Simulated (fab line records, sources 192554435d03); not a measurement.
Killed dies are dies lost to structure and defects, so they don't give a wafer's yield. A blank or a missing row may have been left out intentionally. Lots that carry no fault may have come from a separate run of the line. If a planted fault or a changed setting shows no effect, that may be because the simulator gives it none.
What tool caused it? + flow n5_finfet + 20 lots with 60 wafers sampled at 6 steps, on a route of 1938 steps

WHAT THE GAUGES SHOWED, per wafer
The record holds no reading of a measuring or inspecting step that can be judged against a usual standard deviation.

TOOL THAT RAN EACH LOT (tool first, then ch and the chambers of the sampled wafers, then the start)
| lot  | N5_FIN_SAQP_STRIP_70              | N5_FIN_SAQP_ETCH_34               | N5_FIN_CUT_ETCH_20                | N5_DUMMY_GATE_ALD_02             | N5_SD_EPI_N_ETCH_16               | N5_SD_EPI_P_SD_RECESS_17        |
|------|-----------------------------------|-----------------------------------|-----------------------------------|----------------------------------|-----------------------------------|---------------------------------|
| L074 | rie_diel-04 ch 0,2,3, day 2 00:11 | rie_diel-03 ch 0,1,3, day 2 01:02 | rie_diel-06 ch 0,2,3, day 2 01:59 | ald_sin-03 ch 1,2,3, day 2 11:43 | rie_diel-03 ch 0,1,2, day 2 23:31 | rie_si-05 ch 0,1,3, day 3 04:55 |
| L075 | rie_diel-01 ch 1,2, day 2 06:03   | rie_diel-01 ch 0,1, day 2 06:55   | rie_diel-05 ch 1,2, day 2 08:05   | ald_sin-01 ch 0,3, day 2 17:59   | rie_diel-01 ch 1,2,3, day 3 05:39 | rie_si-02 ch 1,2,3, day 3 10:25 |
| L076 | rie_diel-04 ch 2,3, day 2 12:35   | rie_diel-03 ch 1,2,3, day 2 13:25 | rie_diel-05 ch 0,1,3, day 2 14:22 | ald_sin-03 ch 0,2,3, day 3 01:43 | rie_diel-01 ch 1,2,3, day 3 13:24 | rie_si-02 ch 0,1,3, day 3 18:01 |
| L077 | rie_diel-04 ch 0,2, day 2 18:23   | rie_diel-03 ch 0,1,2, day 2 19:19 | rie_diel-02 ch 0,2,3, day 2 20:23 | ald_sin-04 ch 0,2,3, day 3 06:23 | rie_diel-04 ch 0,2, day 3 18:01   | rie_si-05 ch 2,3, day 3 22:32   |
| L079 | rie_diel-01 ch 0,2,3, day 3 07:01 | rie_diel-04 ch 0,2, day 3 08:02   | rie_diel-06 ch 0,2,3, day 3 08:59 | ald_sin-01 ch 1,2,3, day 3 18:59 | rie_diel-01 ch 0,1,2, day 4 06:22 | rie_si-02 ch 0,2,3, day 4 10:53 |
| L080 | rie_diel-04 ch 0,1, day 3 13:59   | rie_diel-04 ch 0,2, day 3 15:08   | rie_diel-05 ch 1,2, day 3 16:13   | ald_sin-03 ch 0,3, day 4 01:54   | rie_diel-04 ch 0,1, day 4 13:46   | rie_si-05 ch 0,3, day 4 18:46   |
| L081 | rie_diel-01 ch 1,2, day 3 19:25   | rie_diel-03 ch 0,1,2, day 3 20:22 | rie_diel-05 ch 1,2, day 3 21:20   | ald_sin-04 ch 0,1,3, day 4 07:14 | rie_diel-03 ch 0,3, day 4 19:27   | rie_si-04 ch 1,2, day 5 01:11   |
| L082 | rie_diel-04 ch 1,3, day 4 00:14   | rie_diel-03 ch 0,1,2, day 4 01:05 | rie_diel-02 ch 0,1,2, day 4 02:17 | ald_sin-03 ch 0,1,2, day 4 12:34 | rie_diel-03 ch 0,1, day 4 23:52   | rie_si-05 ch 1,2, day 5 04:22   |
| L083 | rie_diel-03 ch 0,2, day 4 06:56   | rie_diel-01 ch 0,1, day 4 09:07   | rie_diel-06 ch 0,1, day 4 10:11   | ald_sin-04 ch 0,1,2, day 4 21:03 | rie_diel-04 ch 0,1,3, day 5 08:47 | rie_si-04 ch 0,1,3, day 5 13:19 |
| L084 | rie_diel-04 ch 0,2, day 4 13:06   | rie_diel-01 ch 0,1,3, day 4 14:09 | rie_diel-02 ch 0,1, day 4 15:25   | ald_sin-04 ch 2,3, day 5 01:58   | rie_diel-04 ch 0,1,2, day 5 13:25 | rie_si-04 ch 0,2,3, day 5 18:58 |
| L085 | rie_diel-03 ch 1,3, day 4 19:59   | rie_diel-01 ch 0,1,2, day 4 22:10 | rie_diel-02 ch 0,2, day 4 23:07   | ald_sin-03 ch 0,1,2, day 5 11:19 | rie_diel-01 ch 0,3, day 5 23:32   | rie_si-02 ch 0,2, day 6 04:20   |
| L086 | rie_diel-03 ch 1,2, day 5 02:52   | rie_diel-03 ch 1,2, day 5 03:44   | rie_diel-02 ch 0,2,3, day 5 04:59 | ald_sin-01 ch 0,2, day 5 14:58   | rie_diel-04 ch 0,1,2, day 6 02:19 | rie_si-04 ch 0,1,2, day 6 06:52 |
| L087 | rie_diel-01 ch 0,1,3, day 5 06:47 | rie_diel-01 ch 0,1, day 5 07:43   | rie_diel-06 ch 1,2, day 5 08:47   | ald_sin-01 ch 1,3, day 5 20:02   | rie_diel-01 ch 0,1,3, day 6 07:30 | rie_si-05 ch 0,2,3, day 6 12:57 |
| L088 | rie_diel-01 ch 1,2, day 5 12:16   | rie_diel-01 ch 1,3, day 5 15:01   | rie_diel-02 ch 1,2,3, day 5 16:22 | ald_sin-04 ch 1,2,3, day 6 02:49 | rie_diel-03 ch 0,1,2, day 6 14:28 | rie_si-04 ch 1,2,3, day 6 19:36 |
| L089 | rie_diel-01 ch 0,1,2, day 5 19:39 | rie_diel-04 ch 1,2,3, day 5 20:29 | rie_diel-06 ch 0,2,3, day 5 21:27 | ald_sin-01 ch 0,1,3, day 6 07:26 | rie_diel-01 ch 0,1,3, day 6 20:49 | rie_si-04 ch 0,2,3, day 7 02:05 |
| L090 | rie_diel-01 ch 0,1,3, day 6 01:11 | rie_diel-03 ch 1,2,3, day 6 02:25 | rie_diel-05 ch 0,1,2, day 6 03:29 | ald_sin-04 ch 1,2,3, day 6 13:20 | rie_diel-04 ch 0,2,3, day 7 05:05 | rie_si-04 ch 0,1,3, day 7 11:21 |
| L092 | rie_diel-01 ch 0,2,3, day 6 12:22 | rie_diel-01 ch 0,2,3, day 6 13:13 | rie_diel-06 ch 0,1,2, day 6 14:10 | ald_sin-01 ch 1,2,3, day 6 23:52 | rie_diel-01 ch 1,2,3, day 7 13:44 | rie_si-05 ch 1,2,3, day 7 18:29 |
| L094 | rie_diel-03 ch 0,2,3, day 7 00:22 | rie_diel-01 ch 0,1,2, day 7 01:18 | rie_diel-05 ch 1,2, day 7 02:15   | ald_sin-04 ch 0,1,3, day 7 12:31 | rie_diel-04 ch 0,2,3, day 8 01:59 | rie_si-05 ch 2,3, day 8 06:30   |
| L095 | rie_diel-03 ch 0,2,3, day 7 06:59 | rie_diel-03 ch 2,3, day 7 07:52   | rie_diel-02 ch 0,2,3, day 7 09:08 | ald_sin-03 ch 0,1,3, day 7 19:59 | rie_diel-04 ch 0,2,3, day 8 08:03 | rie_si-04 ch 0,1,2, day 8 12:47 |
| L096 | rie_diel-01 ch 1,2,3, day 7 13:02 | rie_diel-04 ch 0,3, day 7 14:13   | rie_diel-02 ch 1,2, day 7 15:10   | ald_sin-01 ch 1,3, day 8 01:00   | rie_diel-01 ch 1,2, day 8 13:25   | rie_si-05 ch 0,1,2, day 8 18:41 |
- N5_FIN_SAQP_STRIP_70: strips in N2/H2.
- N5_FIN_SAQP_ETCH_34: etches SiO2 in C4F6/O2, target depth 45 nm, time 15 s.
- N5_FIN_CUT_ETCH_20: etches SiARC in CF4, target depth 26 nm, time 43.3 s.
- N5_DUMMY_GATE_ALD_02: deposits SiO2, target thk 2 nm, pulse time 1 s.
- N5_SD_EPI_N_ETCH_16: etches SiO2 in CHF3/O2, target depth 5 nm.
- N5_SD_EPI_P_SD_RECESS_17: chemistry HBr/Cl2/O2, target depth 39.1 nm, bt time 3 s.

AS READ BY THE TOOLS THEMSELVES (means over the sampled wafers that have a number; for cases with no such wafer, the mark the record gives instead)
N5_FIN_SAQP_STRIP_70. Usual: drypump_motor_current_A 5.8 A, standard deviation 0.35; oes_product_au 0.79 a.u., standard deviation 0.086; rf_vpp_V 121.7 V, standard deviation 0.91; showerhead_plenum_p_Torr 3.35 Torr, standard deviation 0.11; throttle_valve_pct 18.92 %, standard deviation 0.27.
| lot  | tool        | drypump_motor_current_A (A) | oes_product_au (a.u.) | rf_vpp_V (V) | showerhead_plenum_p_Torr (Torr) | throttle_valve_pct (%) | flag |
|------|-------------|-----------------------------|-----------------------|--------------|---------------------------------|------------------------|------|
| L074 | rie_diel-04 | 5.6                         | 0.82                  | 122.1        | 3.32                            | 18.86                  |      |
| L075 | rie_diel-01 | 6.1                         | 0.73                  | 121.2        | 3.36                            | 18.85                  |      |
| L076 | rie_diel-04 | 5.6                         | 0.76                  | 122.3        | 3.39                            | 19.06                  |      |
| L077 | rie_diel-04 | 5.6                         | 0.84                  | 121.9        | 3.43                            | 18.83                  |      |
| L079 | rie_diel-01 | 6.0                         | 0.80                  | 121.0        | 3.29                            | 18.93                  |      |
| L080 | rie_diel-04 | 6.0                         | 0.93                  | 122.3        | 3.48                            | 18.86                  |      |
| L081 | rie_diel-01 | 6.0                         | 0.72                  | 121.8        | 3.34                            | 18.76                  |      |
| L082 | rie_diel-04 | 6.0                         | 0.93                  | 122.3        | 3.58                            | 18.95                  |      |
| L083 | rie_diel-03 | 5.4                         | 0.76                  | 122.9        | 3.45                            | 18.97                  |      |
| L084 | rie_diel-04 | 5.5                         | 0.86                  | 121.3        | 3.35                            | 18.69                  |      |
| L085 | rie_diel-03 | 6.1                         | 0.76                  | 121.0        | 3.27                            | 19.27                  |      |
| L086 | rie_diel-03 | 6.1                         | 0.73                  | 121.8        | 3.39                            | 18.85                  |      |
| L087 | rie_diel-01 | 5.9                         | 0.78                  | 120.7        | 3.29                            | 18.84                  |      |
| L088 | rie_diel-01 | 6.1                         | 0.71                  | 122.0        | 3.34                            | 18.89                  |      |
| L089 | rie_diel-01 | 6.1                         | 0.76                  | 121.7        | 3.31                            | 18.85                  |      |
| L090 | rie_diel-01 | 6.0                         | 0.78                  | 121.4        | 3.28                            | 18.85                  |      |
| L092 | rie_diel-01 | 6.0                         | 0.78                  | 121.3        | 3.28                            | 18.97                  |      |
| L094 | rie_diel-03 | 5.5                         | 0.74                  | 121.1        | 3.35                            | 19.20                  |      |
| L095 | rie_diel-03 | 5.5                         | 0.74                  | 122.0        | 3.35                            | 19.21                  |      |
| L096 | rie_diel-01 | 6.0                         | 0.73                  | 120.0        | 3.30                            | 18.93                  |      |

N5_FIN_SAQP_ETCH_34. Usual: drypump_motor_current_A 5.8 A, standard deviation 0.37; etch_rf_on_time_s 14.94 s, standard deviation 0.21; oes_product_au 0.67 a.u., standard deviation 0.065; rf_vpp_V 666 V, standard deviation 6.8; showerhead_plenum_p_Torr 2.84 Torr, standard deviation 0.095; throttle_valve_pct 21.08 %, standard deviation 0.25.
| lot  | tool        | drypump_motor_current_A (A) | etch_rf_on_time_s (s) | oes_product_au (a.u.) | rf_vpp_V (V) | showerhead_plenum_p_Torr (Torr) | throttle_valve_pct (%) | flag |
|------|-------------|-----------------------------|-----------------------|-----------------------|--------------|---------------------------------|------------------------|------|
| L074 | rie_diel-03 | 5.8                         | 15.05                 | 0.62                  | 664          | 2.80                            | 21.12                  |      |
| L075 | rie_diel-01 | 6.0                         | 14.88                 | 0.71                  | 668          | 2.78                            | 20.74                  |      |
| L076 | rie_diel-03 | 6.0                         | 14.91                 | 0.66                  | 661          | 2.85                            | 21.18                  |      |
| L077 | rie_diel-03 | 5.7                         | 14.91                 | 0.63                  | 668          | 2.87                            | 21.16                  |      |
| L079 | rie_diel-04 | 5.5                         | 14.73                 | 0.75                  | 661          | 2.85                            | 20.92                  |      |
| L080 | rie_diel-04 | 5.6                         | 14.83                 | 0.71                  | 663          | 2.90                            | 21.18                  |      |
| L081 | rie_diel-03 | 5.7                         | 15.05                 | 0.62                  | 668          | 2.86                            | 21.16                  |      |
| L082 | rie_diel-03 | 5.6                         | 15.14                 | 0.62                  | 667          | 2.86                            | 21.17                  |      |
| L083 | rie_diel-01 | 6.0                         | 14.88                 | 0.65                  | 667          | 2.80                            | 20.89                  |      |
| L084 | rie_diel-01 | 5.9                         | 14.79                 | 0.68                  | 666          | 2.78                            | 20.94                  |      |
| L085 | rie_diel-01 | 6.1                         | 14.90                 | 0.65                  | 667          | 2.80                            | 20.87                  |      |
| L086 | rie_diel-03 | 6.1                         | 14.90                 | 0.61                  | 661          | 2.86                            | 21.09                  |      |
| L087 | rie_diel-01 | 6.1                         | 15.04                 | 0.69                  | 669          | 2.77                            | 20.76                  |      |
| L088 | rie_diel-01 | 5.9                         | 15.02                 | 0.63                  | 665          | 2.79                            | 21.08                  |      |
| L089 | rie_diel-04 | 5.8                         | 15.01                 | 0.72                  | 675          | 3.01                            | 21.25                  |      |
| L090 | rie_diel-03 | 5.9                         | 14.92                 | 0.64                  | 660          | 2.84                            | 21.21                  |      |
| L092 | rie_diel-01 | 6.0                         | 14.93                 | 0.67                  | 665          | 2.78                            | 20.95                  |      |
| L094 | rie_diel-01 | 6.1                         | 15.11                 | 0.64                  | 667          | 2.80                            | 20.89                  |      |
| L095 | rie_diel-03 | 5.8                         | 14.93                 | 0.66                  | 660          | 2.81                            | 21.31                  |      |
| L096 | rie_diel-04 | 5.6                         | 14.87                 | 0.74                  | 671          | 2.95                            | 21.05                  |      |

N5_FIN_CUT_ETCH_20. Usual: drypump_motor_current_A 5.7 A, standard deviation 0.35; etch_rf_on_time_s 43.3 s, standard deviation 0.7; oes_product_au 0.66 a.u., standard deviation 0.057; rf_vpp_V 184.0 V, standard deviation 1.3; showerhead_plenum_p_Torr 2.14 Torr, standard deviation 0.082; throttle_valve_pct 15.68 %, standard deviation 0.19.
| lot  | tool        | drypump_motor_current_A (A) | etch_rf_on_time_s (s) | oes_product_au (a.u.) | rf_vpp_V (V) | showerhead_plenum_p_Torr (Torr) | throttle_valve_pct (%) | flag |
|------|-------------|-----------------------------|-----------------------|-----------------------|--------------|---------------------------------|------------------------|------|
| L074 | rie_diel-06 | 5.7                         | 44.3                  | 0.66                  | 183.5        | 2.12                            | 15.68                  |      |
| L075 | rie_diel-05 | 5.7                         | 43.6                  | 0.63                  | 184.2        | 2.18                            | 15.56                  |      |
| L076 | rie_diel-05 | 5.6                         | 43.4                  | 0.62                  | 183.7        | 2.13                            | 15.76                  |      |
| L077 | rie_diel-02 | 5.4                         | 43.3                  | 0.67                  | 184.4        | 2.15                            | 15.56                  |      |
| L079 | rie_diel-06 | 5.7                         | 43.3                  | 0.66                  | 184.5        | 2.12                            | 15.69                  |      |
| L080 | rie_diel-05 | 5.7                         | 43.8                  | 0.62                  | 184.2        | 2.18                            | 15.59                  |      |
| L081 | rie_diel-05 | 5.5                         | 43.7                  | 0.60                  | 184.1        | 2.15                            | 15.78                  |      |
| L082 | rie_diel-02 | 5.7                         | 42.7                  | 0.68                  | 184.9        | 2.18                            | 15.63                  |      |
| L083 | rie_diel-06 | 5.8                         | 42.9                  | 0.69                  | 181.6        | 2.08                            | 15.84                  |      |
| L084 | rie_diel-02 | 6.0                         | 42.8                  | 0.68                  | 185.5        | 2.24                            | 15.78                  |      |
| L085 | rie_diel-02 | 5.5                         | 43.1                  | 0.67                  | 184.3        | 2.12                            | 15.51                  |      |
| L086 | rie_diel-02 | 5.5                         | 43.5                  | 0.65                  | 183.3        | 2.14                            | 15.58                  |      |
| L087 | rie_diel-06 | 6.0                         | 43.4                  | 0.66                  | 182.7        | 2.02                            | 15.95                  |      |
| L088 | rie_diel-02 | 5.8                         | 43.8                  | 0.67                  | 185.3        | 2.16                            | 15.67                  |      |
| L089 | rie_diel-06 | 5.6                         | 43.9                  | 0.65                  | 183.0        | 2.11                            | 15.73                  |      |
| L090 | rie_diel-05 | 5.8                         | 42.9                  | 0.68                  | 183.7        | 2.16                            | 15.51                  |      |
| L092 | rie_diel-06 | 5.8                         | 43.7                  | 0.67                  | 183.7        | 2.10                            | 15.84                  |      |
| L094 | rie_diel-05 | 5.7                         | 43.1                  | 0.67                  | 184.0        | 2.17                            | 15.46                  |      |
| L095 | rie_diel-02 | 5.5                         | 43.3                  | 0.64                  | 184.5        | 2.14                            | 15.62                  |      |
| L096 | rie_diel-02 | 5.8                         | 43.2                  | 0.68                  | 185.0        | 2.13                            | 15.62                  |      |

N5_DUMMY_GATE_ALD_02. Usual: heater_power_w 492 W, standard deviation 57; precursor_pulse_height_rel 1.000, standard deviation 0.02; susceptor_temp_C 300.01 C, standard deviation 0.19.
| lot  | tool       | heater_power_w (W) | precursor_pulse_height_rel | susceptor_temp_C (C) | flag |
|------|------------|--------------------|----------------------------|----------------------|------|
| L074 | ald_sin-03 | 467                | 0.983                      | 299.74               |      |
| L075 | ald_sin-01 | 506                | 1.005                      | 300.05               |      |
| L076 | ald_sin-03 | 492                | 0.994                      | 300.02               |      |
| L077 | ald_sin-04 | 524                | 1.005                      | 300.07               |      |
| L079 | ald_sin-01 | 550                | 0.999                      | 300.05               |      |
| L080 | ald_sin-03 | 491                | 1.005                      | 299.99               |      |
| L081 | ald_sin-04 | 457                | 1.004                      | 300.04               |      |
| L082 | ald_sin-03 | 481                | 1.000                      | 300.04               |      |
| L083 | ald_sin-04 | 469                | 1.026                      | 300.04               |      |
| L084 | ald_sin-04 | 549                | 1.024                      | 299.99               |      |
| L085 | ald_sin-03 | 480                | 1.010                      | 300.07               |      |
| L086 | ald_sin-01 | 465                | 1.001                      | 299.95               |      |
| L087 | ald_sin-01 | 546                | 1.009                      | 300.14               |      |
| L088 | ald_sin-04 | 498                | 1.000                      | 299.99               |      |
| L089 | ald_sin-01 | 484                | 0.975                      | 299.90               |      |
| L090 | ald_sin-04 | 506                | 0.999                      | 300.00               |      |
| L092 | ald_sin-01 | 548                | 0.993                      | 300.08               |      |
| L094 | ald_sin-04 | 465                | 0.998                      | 299.99               |      |
| L095 | ald_sin-03 | 468                | 1.000                      | 299.90               |      |
| L096 | ald_sin-01 | 528                | 1.006                      | 300.27               |      |

N5_SD_EPI_N_ETCH_16. Usual: drypump_motor_current_A 5.8 A, standard deviation 0.31; oes_product_au 0.79 a.u., standard deviation 0.074; rf_vpp_V 525 V, standard deviation 5.3; showerhead_plenum_p_Torr 2.41 Torr, standard deviation 0.088; throttle_valve_pct 18.88 %, standard deviation 0.25.
| lot  | tool        | drypump_motor_current_A (A) | oes_product_au (a.u.) | rf_vpp_V (V) | showerhead_plenum_p_Torr (Torr) | throttle_valve_pct (%) | flag |
|------|-------------|-----------------------------|-----------------------|--------------|---------------------------------|------------------------|------|
| L074 | rie_diel-03 | 5.6                         | 0.73                  | 526          | 2.43                            | 19.03                  |      |
| L075 | rie_diel-01 | 5.9                         | 0.76                  | 524          | 2.38                            | 18.87                  |      |
| L076 | rie_diel-01 | 6.0                         | 0.77                  | 524          | 2.38                            | 18.88                  |      |
| L077 | rie_diel-04 | 5.5                         | 0.86                  | 520          | 2.41                            | 18.74                  |      |
| L079 | rie_diel-01 | 6.1                         | 0.76                  | 525          | 2.38                            | 18.70                  |      |
| L080 | rie_diel-04 | 5.9                         | 0.90                  | 528          | 2.50                            | 18.74                  |      |
| L081 | rie_diel-03 | 5.4                         | 0.72                  | 527          | 2.36                            | 19.08                  |      |
| L082 | rie_diel-03 | 5.9                         | 0.68                  | 524          | 2.38                            | 18.93                  |      |
| L083 | rie_diel-04 | 5.8                         | 0.89                  | 528          | 2.50                            | 18.79                  |      |
| L084 | rie_diel-04 | 5.8                         | 0.85                  | 525          | 2.48                            | 18.90                  |      |
| L085 | rie_diel-01 | 5.8                         | 0.82                  | 522          | 2.33                            | 18.84                  |      |
| L086 | rie_diel-04 | 5.8                         | 0.84                  | 525          | 2.47                            | 18.90                  |      |
| L087 | rie_diel-01 | 5.9                         | 0.78                  | 524          | 2.35                            | 18.81                  |      |
| L088 | rie_diel-03 | 5.6                         | 0.72                  | 526          | 2.42                            | 19.07                  |      |
| L089 | rie_diel-01 | 5.9                         | 0.78                  | 523          | 2.35                            | 18.82                  |      |
| L090 | rie_diel-04 | 5.6                         | 0.83                  | 525          | 2.47                            | 18.95                  |      |
| L092 | rie_diel-01 | 6.0                         | 0.73                  | 524          | 2.37                            | 18.94                  |      |
| L094 | rie_diel-04 | 5.6                         | 0.82                  | 525          | 2.47                            | 18.96                  |      |
| L095 | rie_diel-04 | 5.6                         | 0.82                  | 525          | 2.47                            | 18.97                  |      |
| L096 | rie_diel-01 | 6.0                         | 0.69                  | 524          | 2.38                            | 18.89                  |      |

N5_SD_EPI_P_SD_RECESS_17. Usual: HBr_flow_sccm 150.0 sccm, standard deviation 0.43; drypump_motor_current_A 5.8 A, standard deviation 0.45; oes_product_au 0.994 a.u., standard deviation 0.012; throttle_valve_pct 36.84 %, standard deviation 0.28.
| lot  | tool      | HBr_flow_sccm (sccm) | drypump_motor_current_A (A) | oes_product_au (a.u.) | throttle_valve_pct (%) | flag |
|------|-----------|----------------------|-----------------------------|-----------------------|------------------------|------|
| L074 | rie_si-05 | 150.1                | 6.0                         | 0.995                 | 36.64                  |      |
| L075 | rie_si-02 | 149.9                | 6.2                         | 0.988                 | 36.90                  |      |
| L076 | rie_si-02 | 150.1                | 5.8                         | 0.982                 | 36.77                  |      |
| L077 | rie_si-05 | 150.6                | 5.3                         | 0.991                 | 36.60                  |      |
| L079 | rie_si-02 | 149.5                | 5.7                         | 0.990                 | 36.99                  |      |
| L080 | rie_si-05 | 149.9                | 6.1                         | 0.988                 | 36.64                  |      |
| L081 | rie_si-04 | 149.8                | 6.1                         | 1.004                 | 36.77                  |      |
| L082 | rie_si-05 | 149.9                | 5.2                         | 0.998                 | 36.60                  |      |
| L083 | rie_si-04 | 150.0                | 5.8                         | 0.996                 | 37.10                  |      |
| L084 | rie_si-04 | 150.3                | 5.8                         | 0.994                 | 37.11                  |      |
| L085 | rie_si-02 | 150.1                | 5.6                         | 0.989                 | 37.17                  |      |
| L086 | rie_si-04 | 150.4                | 6.0                         | 0.998                 | 37.02                  |      |
| L087 | rie_si-05 | 149.8                | 5.7                         | 1.000                 | 36.64                  |      |
| L088 | rie_si-04 | 150.0                | 5.9                         | 1.002                 | 36.86                  |      |
| L089 | rie_si-04 | 149.8                | 5.8                         | 1.001                 | 37.11                  |      |
| L090 | rie_si-04 | 149.9                | 5.8                         | 0.995                 | 37.10                  |      |
| L092 | rie_si-05 | 149.8                | 5.6                         | 0.991                 | 36.59                  |      |
| L094 | rie_si-05 | 150.2                | 5.7                         | 0.992                 | 36.60                  |      |
| L095 | rie_si-04 | 149.9                | 6.0                         | 0.993                 | 37.02                  |      |
| L096 | rie_si-05 | 150.2                | 5.5                         | 0.997                 | 36.69                  |      |

THE ANSWER, worked out from the rows above alone
Rule: a lot is off if the mean of its wafers that have a number lies more than 3 standard deviations from the usual mean. A lot without any number at a reading at which 4 lots or more have one is off too. The other lots that the step has rows for count as sound. First the gauges in route order, then the tools' own readings, where a lot's mean is used as printed above. At the first step where some lot is off, the reading lying furthest off is the one used; lots without a number count as furthest.
No lot is off at any reading shown: from this, nothing can be told.

WHAT WAS PUT IN BY THE SIMULATOR
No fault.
